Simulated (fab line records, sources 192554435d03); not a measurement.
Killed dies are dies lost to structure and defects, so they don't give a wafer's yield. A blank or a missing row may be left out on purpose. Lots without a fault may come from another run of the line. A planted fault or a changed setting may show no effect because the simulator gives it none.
fab line records | flow n5_finfet
record lots=9 wafers=27 last_day=17
route steps=1938 shown MOL_CONTACT_COAG@538 BEOL_M4@1111 PASSIVATION@1936
lots that met no fault: from a run of the same line without faults
start_h: hours from the record's first day to the start of the lot's first wafer shown | wait_h: hours since the lot's step before | " the same as in the row above | L1.1+2: a row that stands for several wafers | - no value, or no start given | * or withheld: withheld | < > ~ a bound
route shown NAME@n: a module of which the file shows steps, and the number in the route of the first | usual: mean/standard deviation of fault-free wafers | same: alike in all rows | chamber/n: place in a boat | sites: the reading at each site | _std_site: their standard deviation | _edge_site: outer sites' mean less inner sites' | radius_mm: how far each site lies from the wafer's centre | mask NAME#n: copy n | behind: the tool/chamber that last shaped the wafer | hold: why the lot was held/for how many hours/how that ended | device: the transistor (n, p or np) that didn't switch | end of line: the same wafers' tests at the end of the route | a step without rows: its recipe alone | killed: dies lost to structure and defects at the first sort, not the wafer's yield | map: a wafer's dies, x killed, . not, _ none there
set.NAME: the setting as run; set.NAME@STEP: as run at that earlier step | model.NAME: the simulator's own value behind a step, which no gauge read
steps of the route over a sample of lots; a table a step, a row a wafer
services: from which hour (start_h, from the record's first day; less than 0 if before it) a tool's chamber was out of use, for how many hours, and why
## steps
# step N5_MOL_CONTACT_COAG_ETCH_110
# recipe chemistry=CF4/O2 target=Si target_depth_a=25 time_s=8 pressure_mtorr=100 source_w=200 bias_w=12 ion_energy_ev=60 Ar_flow_sccm=100 cf4_flow_sccm=100 O2_flow_sccm=10
# usual drypump_motor_current_A=5.7/0.38 mfc_ar_sccm=99.96/0.29 oes_product_au=0.83/0.079 rf_fwd_power_W=198.2/0.67 rf_vpp_V=127.8/1.4 showerhead_plenum_p_Torr=2.23/0.076 throttle_valve_pct=10.65/0.21
# columns lot.wafer tool chamber start_h wait_h drypump_motor_current_A mfc_ar_sccm oes_product_au rf_fwd_power_W rf_hours_counter_h rf_vpp_V showerhead_plenum_p_Torr throttle_valve_pct
L147.1 rie_diel-05 0 89.59 0.0 5.7 100.19 0.81 198.0 93 128.2 2.33 10.71
L147.4 " 0 " " 5.7 99.51 0.81 198.0 - 130.1 2.33 10.69
L147.5 " 1 " " 5.9 99.81 0.88 197.5 - 128.8 2.27 10.22
L148.3 rie_diel-02 0 97.48 0.0 6.8 100.21 0.70 197.3 211 129.6 2.12 10.73
L148.4 " 2 " " 5.6 100.40 0.97 198.3 13 130.0 2.36 10.56
L148.6 " 3 " " 5.3 100.16 0.87 198.2 - 128.8 2.26 10.48
L149.3 rie_diel-02 0 99.06 0.0 6.8 99.80 0.70 197.4 211 129.9 2.12 10.73
L149.4 " 3 " " 5.3 100.04 0.86 198.4 44 130.1 2.26 10.48
L149.6 " 2 " " 5.6 100.49 0.97 197.6 - 128.4 2.36 10.59
L156.1 rie_diel-02 0 140.49 0.0 6.8 100.16 0.69 197.6 226 129.8 2.11 10.75
L156.4 " 3 " " 5.3 100.06 0.85 197.9 58 129.0 2.26 10.53
L156.5 " 1 " " 5.9 100.15 0.73 198.4 - 126.7 2.13 10.87
L159.1 rie_diel-05 3 164.37 0.0 5.7 99.63 0.89 199.0 22 129.1 2.18 10.73
L159.3 " 1 " " 5.9 99.98 0.83 197.9 60 127.8 2.26 10.32
L159.5 " 3 " " 5.6 99.71 0.89 198.9 - 127.8 2.18 10.70
L161.1 rie_diel-04 2 176.97 0.0 6.0 100.27 0.90 199.0 40 128.0 2.25 10.27
L161.2 " 1 " " 5.9 99.51 0.81 197.5 78 127.4 2.16 10.72
L161.5 " 2 " " 6.0 99.97 0.90 198.3 - 127.1 2.25 10.29
L168.2 rie_diel-05 1 214.64 0.0 5.9 99.85 0.81 198.3 81 127.3 2.25 10.36
L168.4 " 0 " " 5.7 100.36 0.76 199.3 141 130.2 2.31 10.83
L168.6 " 0 " " 5.7 99.91 0.75 198.7 - 129.5 2.31 10.82
L169.3 rie_diel-04 2 219.00 0.0 6.0 99.97 0.87 198.6 57 128.6 2.25 10.33
L169.4 " 0 " " 5.0 99.62 0.69 198.9 232 126.6 2.11 10.99
L169.5 " 2 " " 6.0 100.43 0.87 198.9 - 126.4 2.25 10.34
L170.4 rie_diel-05 3 229.51 0.0 5.7 99.09 0.84 198.9 49 127.3 2.17 10.80
L170.5 " 0 " " 5.7 99.85 0.75 197.5 - 128.5 2.31 10.85
L170.6 " 1 " " 5.9 99.59 0.81 197.9 - 127.0 2.25 10.38
# step N5_MOL_CONTACT_COAG_IMPLANT_129
# recipe species=Ge energy_kev=3 dose_cm2=6e+14 tilt_deg=0 rotation_deg=0
# usual beam_energy_keV=3.0001/0.0009 end_station_pressure_torr=5.9e-06/3.8e-07
# columns lot.wafer tool chamber start_h wait_h beam_energy_keV end_station_pressure_torr
L147.1 implanter-02 0 89.74 0.0 3.0005 5.8e-06
L147.4 " 0 " " 3.0003 5.8e-06
L147.5 " 0 " " 2.9997 6.4e-06
L148.3 implanter-01 0 97.69 0.1 3.0018 5.4e-06
L148.4 " 0 " " 3.0002 6.1e-06
L148.6 " 0 " " 3.0001 5.9e-06
L149.3 implanter-02 0 99.27 0.1 3.0003 6.7e-06
L149.4 " 0 " " 3.0007 6.7e-06
L149.6 " 0 " " 3.0008 6.1e-06
L156.1 implanter-01 0 140.65 0.0 2.9997 5.3e-06
L156.4 " 0 " " 2.9992 6.2e-06
L156.5 " 0 " " 3.0000 5.8e-06
L159.1 implanter-01 0 164.52 0.0 1.5541 1.02e-05
L159.3 " 0 " " 1.5532 1.14e-05
L159.5 " 0 " " 1.5558 1.1e-05
L161.1 implanter-01 0 177.13 0.0 1.5538 1.04e-05
L161.2 " 0 " " 1.5532 1.06e-05
L161.5 " 0 " " 1.5533 1.08e-05
L168.2 implanter-02 0 214.82 0.1 2.9997 6e-06
L168.4 " 0 " " 2.9998 6.1e-06
L168.6 " 0 " " 3.0001 6.7e-06
L169.3 implanter-02 0 219.22 0.1 3.0011 5.8e-06
L169.4 " 0 " " 3.0001 6.5e-06
L169.5 " 0 " " 3.0020 6.1e-06
L170.4 implanter-02 0 229.75 0.1 2.9988 6.8e-06
L170.5 " 0 " " 3.0011 6.4e-06
L170.6 " 0 " " 2.9994 6.4e-06
# step N5_MOL_CONTACT_COAG_ALD_20
# recipe material=TiN target_thk_a=15 temp_c=400 ald_precursor_family=TiCl4 ald_co_reactant=NH3 pulse_time_s=1 purge_time_s=3 co_reactant_purge_time_s=2 co_reactant_pulse_time_s=2 ald_cycles=68 pressure_torr=3
# usual heater_power_w=868/82 precursor_pulse_height_rel=1.000/0.02
# columns lot.wafer tool chamber start_h wait_h heater_power_w precursor_pulse_height_rel
L147.1 ald_metal-04 0 90.28 0.1 828 1.016
L147.4 " 1 " " 925 0.975
L147.5 " 3 " " 815 1.021
L148.3 ald_metal-02 0 100.35 0.1 752 1.010
L148.4 " 3 " " 779 0.997
L148.6 " 2 " " 848 0.989
L149.3 ald_metal-03 0 100.74 0.1 1016 0.983
L149.4 " 1 " " 967 0.965
L149.6 " 2 " " 992 1.040
L156.1 ald_metal-04 2 141.34 0.1 927 1.014
L156.4 " 0 " " 837 1.000
L156.5 " 2 " " 917 0.972
L159.1 ald_metal-02 2 165.14 0.1 876 0.992
L159.3 " 3 " " 779 1.008
L159.5 " 1 " " 976 1.008
L161.1 ald_metal-02 0 178.09 0.1 750 0.996
L161.2 " 1 " " 960 0.989
L161.5 " 1 " " 944 1.015
L168.2 ald_metal-03 2 215.37 0.1 994 0.997
L168.4 " 3 " " 820 0.998
L168.6 " 1 " " 970 1.008
L169.3 ald_metal-02 0 219.73 0.1 756 1.028
L169.4 " 1 " " 954 1.035
L169.5 " 1 " " 945 1.018
L170.4 ald_metal-04 0 232.55 0.1 830 1.008
L170.5 " 3 " " 829 1.014
L170.6 " 0 " " 849 1.012
# step N5_MOL_CONTACT_COAG_PRE_CLEAN_141
# recipe gas=H2/He time_s=60 temp_c=300
# usual heater_power_w=511/49
# columns lot.wafer tool chamber start_h wait_h heater_power_w
L147.1 pvd_sputter-02 - 91.90 1.2 624
L147.4 " - " " 480
L147.5 " - " " 471
L148.3 pvd_sputter-03 - 101.37 0.6 456
L148.4 " - " " 494
L148.6 " - " " 559
L149.3 pvd_sputter-01 - 103.59 2.4 471
L149.4 " - " " 555
L149.6 " - " " 471
L156.1 pvd_sputter-01 - 143.18 1.4 511
L156.4 " - " " 565
L156.5 " - " " 511
L159.1 pvd_sputter-02 - 166.57 0.8 474
L159.3 " - " " 515
L159.5 " - " " 499
L161.1 pvd_sputter-01 - 178.99 0.5 516
L161.2 " - " " 474
L161.5 " - " " 562
L168.2 pvd_sputter-02 - 216.79 1.0 512
L168.4 " - " " 490
L168.6 " - " " 537
L169.3 pvd_sputter-02 - 220.69 0.5 489
L169.4 " - " " 606
L169.5 " - " " 609
L170.4 pvd_sputter-01 - 233.15 0.1 586
L170.5 " - " " 574
L170.6 " - " " 471
# step N5_BEOL_M4_RC_MEAS_101
# usual DIBL_N=36.2/1.5 DIBL_P=36.2/1.7 IOFF_N=0.155/0.021 IOFF_P=0.216/0.026 ION_N=674/11 ION_P=464/6.8 SS_N=71.5/0.56 SS_P=73.3/0.6 VT_N=250.2/2.6 VT_P=-249.3/2.5
# columns lot.wafer tool chamber start_h wait_h DIBL_N[mV/V] DIBL_P[mV/V] IOFF_N[nA/um] IOFF_P[nA/um] ION_N[uA/um] ION_P[uA/um] SS_N[mV/dec] SS_P[mV/dec] VT_N[mV] VT_P[mV]
L148.3 prober-02 0 176.43 0.3 35.7 35.2 0.148 0.202 676 460 71.5 73.0 251.2 -251.9
L148.4 " 0 " " 37.5 37.7 0.183 0.246 674 463 72.8 73.4 250.7 -248.5
L148.6 " 0 " " 38.0 37.4 0.186 0.230 674 464 71.8 73.8 249.9 -249.7
L147.1 prober-01 0 176.56 0.0 33.3 33.5 0.137 0.185 679 470 70.5 73.2 251.1 -248.6
L147.4 " 0 " " 35.6 36.3 0.173 0.222 691 471 71.4 73.4 247.4 -246.7
L147.5 " 0 " " 36.5 36.6 0.191 0.233 693 477 72.2 73.1 246.9 -245.7
L149.3 prober-01 0 178.64 0.3 36.1 36.1 0.164 0.235 669 464 71.8 73.6 247.7 -247.4
L149.4 " 0 " " 33.8 33.9 0.140 0.190 677 470 71.4 72.2 251.1 -251.2
L149.6 " 0 " " 35.9 36.0 0.167 0.228 660 462 72.2 74.4 247.7 -248.1
L156.1 prober-01 0 217.26 0.0 33.5 34.8 0.125 0.189 662 458 71.1 72.1 253.4 -251.0
L156.4 " 0 " " 33.4 33.9 0.124 0.173 663 461 71.0 72.5 252.7 -254.0
L156.5 " 0 " " 34.9 35.8 0.144 0.193 662 450 70.9 72.3 252.0 -252.1
L159.1 prober-02 0 241.05 0.0 36.9 36.2 0.154 0.235 661 462 71.2 72.6 250.8 -246.5
L159.3 " 0 " " 39.5 39.9 0.221 0.302 688 478 71.5 73.6 242.6 -245.0
L159.5 " 0 " " 36.4 36.4 0.158 0.239 689 473 72.1 72.4 247.0 -247.0
L161.1 prober-01 0 243.14 0.0 35.9 37.0 0.148 0.195 678 456 71.0 73.3 252.3 -253.9
L161.2 " 0 " " 34.9 35.6 0.132 0.174 662 454 71.6 73.0 253.1 -255.1
L161.5 " 0 " " 35.9 36.9 0.158 0.200 666 457 71.6 72.6 249.4 -254.0
L168.2 prober-01 0 303.72 0.2 38.5 37.4 0.169 0.240 682 472 71.6 74.0 249.8 -248.0
L168.4 " 0 " " 37.8 36.8 0.157 0.241 660 463 72.0 74.0 250.4 -248.8
L168.6 " 0 " " 38.0 36.3 0.160 0.234 666 460 71.7 73.9 249.1 -248.1
L169.3 prober-01 0 309.20 0.3 35.9 35.9 0.162 0.202 665 453 71.4 73.7 252.5 -249.9
L169.4 " 0 " " 35.2 35.6 0.155 0.196 680 465 71.6 74.0 249.2 -249.9
L169.5 " 0 " " 35.2 35.6 0.155 0.192 687 464 70.9 74.0 250.3 -248.8
L170.4 prober-02 0 310.93 0.5 36.5 37.6 0.158 0.223 681 473 71.0 73.7 249.6 -246.7
L170.5 " 0 " " 36.8 37.6 0.148 0.227 655 462 71.7 73.4 254.4 -250.3
L170.6 " 0 " " 36.4 38.0 0.161 0.230 679 478 71.5 73.2 250.5 -249.6
# step N5_PASSIVATION_PROBE_49
# usual defect_limited_yield=91.3/1.3 killed_at_M0_to_M3=32/11 killed_at_M4_up=15/5.6 killed_at_contacts=12/6 killed_at_front_end=40/11 killed_at_other=3.5/2.6 killed_dies=102/15 killed_open=67/12 killed_short=34/7.3 sort_bin_5_function=5.1/0.85 sort_bin_6_memory=3.2/0.61 sort_n_pass=1078/15 sort_yield_pct=91.3/1.3
# same gross_dies=1180 killed_at_back_side=0 sort_bin_4_leakage[%]=0 sort_bin_8_speed[%]=0
# columns lot.wafer tool chamber start_h wait_h defect_limited_yield[%] killed_at_M0_to_M3 killed_at_M4_up killed_at_contacts killed_at_front_end killed_at_other killed_dies killed_open killed_short sort_bin_5_function[%] sort_bin_6_memory[%] sort_n_pass sort_yield_pct[%]
L159.1 prober-02 - 339.92 0.0 92.1 34 14 0 45 0 93 63 30 5.0 2.6 1087 92.1
L159.3 prober-02 - 340.02 0.1 91.4 27 19 9 46 1 102 63 39 5.3 3.1 1078 91.4
L159.5 prober-02 - 340.12 0.2 91.2 32 11 6 48 7 104 75 29 4.7 3.7 1076 91.2
L161.1 prober-02 - 344.71 0.0 91.3 35 19 8 41 0 103 69 33 4.7 3.8 1077 91.3
L161.2 prober-02 - 344.76 0.1 90.7 31 19 15 44 1 110 82 28 6.4 2.8 1070 90.7
L161.5 prober-02 - 344.91 0.2 91.2 45 12 12 31 4 104 68 34 5.4 3.2 1076 91.2
# killed by level:class
L159.1 FIN_SAQP:geometric_particle:short=13 STI_FIN_REVEAL:geometric_particle:open=11 BEOL_M2:geometric_particle:open=10 BEOL_M0_SAQP:geometric_particle:open=8 FIN_SAQP:geometric_particle:open=7 BEOL_M4:geometric_particle:open=6 BEOL_M3:geometric_particle:open=5 BEOL_M4:geometric_particle:short=5
L159.3 FIN_SAQP:geometric_particle:open=13 FIN_SAQP:geometric_particle:short=10 MOL_CONTACT_COAG:geometric_particle:open=8 BEOL_M4:geometric_particle:open=8 STI_FIN_REVEAL:geometric_particle:open=7 BEOL_M2:geometric_particle:open=5 BEOL_M0_SAQP:geometric_particle:short=4 BEOL_M0_SAQP:geometric_particle:open=4
L159.5 STI_FIN_REVEAL:geometric_particle:open=16 FIN_SAQP:geometric_particle:open=13 BEOL_M1:geometric_particle:open=8 BEOL_M3:geometric_particle:open=7 FIN_SAQP:geometric_particle:short=6 DUMMY_GATE:geometric_particle:open=6 BEOL_M4:geometric_particle:open=6 BEOL_M0_SAQP:geometric_particle:short=5
L161.1 STI_FIN_REVEAL:geometric_particle:open=12 BEOL_M4:geometric_particle:open=8 BEOL_M1:geometric_particle:open=7 BEOL_M2:geometric_particle:open=7 FIN_SAQP:geometric_particle:short=6 BEOL_M0_SAQP:geometric_particle:short=6 BEOL_M3:geometric_particle:open=6 FIN_SAQP:geometric_particle:open=5
L161.2 STI_FIN_REVEAL:geometric_particle:open=17 MOL_CONTACT_COAG:geometric_particle:open=10 BEOL_M0_SAQP:geometric_particle:open=8 FIN_SAQP:geometric_particle:open=7 BEOL_M4:geometric_particle:open=6 MOL_CONTACT_COAG:geometric_particle:short=5 BEOL_M3:geometric_particle:open=5 BEOL_M0_SAQP:geometric_particle:short=4
L161.5 BEOL_M3:geometric_particle:open=9 MOL_CONTACT_COAG:geometric_particle:open=8 BEOL_M0_SAQP:geometric_particle:short=6 BEOL_M1:geometric_particle:open=6 BEOL_M2:geometric_particle:open=6 STI_FIN_REVEAL:geometric_particle:open=5 BEOL_M0:geometric_particle:open=5 ILD0:geometric_particle:open=4
## services
# columns tool chamber start_h hours kind
rie_diel-05 3 72.46 6.0 repair
rie_diel-05 3 79.03 - clean
rie_diel-05 3 79.03 - consumable_replace:focus_ring
rie_diel-05 3 79.03 22.2 scheduled_down
pvd_sputter-02 - 81.05 9.1 repair
implanter-02 - 82.80 3.0 repair
rie_diel-04 0 85.48 1.2 repair
rie_diel-05 - 85.59 0.9 repair
pvd_sputter-03 - 90.82 2.1 repair
pvd_sputter-02 - 95.69 3.4 repair
implanter-01 - 119.08 1.7 repair
rie_diel-04 2 121.14 23.0 repair
rie_diel-05 0 131.14 2.1 repair
rie_diel-04 0 140.08 11.9 repair
ald_metal-02 1 140.51 15.3 repair
rie_diel-02 2 148.16 3.1 repair
ald_metal-04 - 152.22 2.8 pm
implanter-01 - 160.91 3.6 repair
rie_diel-04 0 167.44 22.2 repair
rie_diel-04 - 173.55 2.8 pm
rie_diel-02 - 192.50 0.7 repair
rie_diel-04 1 193.71 6.3 repair
rie_diel-02 0 201.88 9.7 repair
ald_metal-03 1 225.02 26.7 repair
## key
first_sign step=N5_MOL_CONTACT_COAG_IMPLANT_129 reading=beam_energy_keV direction=down sigmas=99+ usual=3.0001 struck=1.5539
effect step=N5_MOL_CONTACT_COAG_IMPLANT_129 reading=end_station_pressure_torr direction=up sigmas=12 usual=5.9e-06 struck=1.07e-05
met_at N5_MOL_CONTACT_COAG_IMPLANT_129
struck_lots L159,L161
not_acting_at N5_MOL_CONTACT_COAG_ETCH_110,N5_MOL_CONTACT_COAG_ALD_20,N5_MOL_CONTACT_COAG_PRE_CLEAN_141
onset_between 140.65 164.52
fault kind=process_parameter_drift tool=implanter-01 chamber=- onset_h=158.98 steps=N5_MOL_CONTACT_COAG_IMPLANT_129 channel=energy_kev offset=-1.4458 shape=step end_h=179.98 acts_in=these_recipes_only stated=3
